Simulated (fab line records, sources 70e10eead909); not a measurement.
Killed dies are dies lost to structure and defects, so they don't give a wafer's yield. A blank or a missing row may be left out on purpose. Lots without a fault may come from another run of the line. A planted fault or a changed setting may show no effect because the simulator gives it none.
Chamber matching | flow nand_harc | NHARC_A_M0_PRE_CLEAN_31 on pecvd-02: 3 sister chambers
The step time 12 s. 6 wafers are shown with their chamber, then 8 later ones without.

WAFERS WITH THEIR CHAMBER
wafer  | chamber | heater_power_w (W) | susceptor_temp_C (C)
L085.5 | 2       | 503                | 369.88
L090.4 | 1       | 598                | 370.03
L090.6 | 2       | 527                | 369.99
L091.2 | 1       | 592                | 370.19
L091.4 | 0       | 627                | 369.94
L093.4 | 0       | 607                | 370.22

WAFERS WITHOUT THEIR CHAMBER
wafer  | heater_power_w (W) | susceptor_temp_C (C)
L093.5 | 614                | 369.93
L093.6 | 616                | 370.17
L095.1 | 598                | 370.04
L095.4 | 601                | 370.27
L095.6 | 485                | 370.05
L096.2 | 570                | 369.90
L096.5 | 666                | 370.06
L096.6 | 550                | 370.28

WHICH CHAMBER EACH WENT THROUGH
wafer  | from the rows above          | in truth
L093.5 | can't be placed: 0 or 1      | 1
L093.6 | can't be placed: 0 or 1      | 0
L095.1 | can't be placed: 1 or 0      | 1
L095.4 | can't be placed: 1 or 0      | 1
L095.6 | 2                            | 2
L096.2 | can't be placed: 1 or 0 or 2 | 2
L096.5 | can't be placed: 0 or 1      | 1
L096.6 | can't be placed: 2 or 1 or 0 | 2
Placed correctly: 1 of 8. Can't be placed from these rows: 7 (the true chamber is among the candidates in 7). Placed wrongly: 0.
How it was worked out, from the rows above alone: a wafer's distance from a chamber is the root of the sum, over the readings, of the square of ((its reading less the chamber's mean) divided by the reading's scatter). The wafer belongs to the nearest chamber; if the next one is less than 2 further off, it can't be placed. A chamber's mean is the mean of its shown wafers. The scatter: the root of (the sum of the squares of (reading less its chamber's mean) over the shown wafers, divided by (wafers less chambers)).
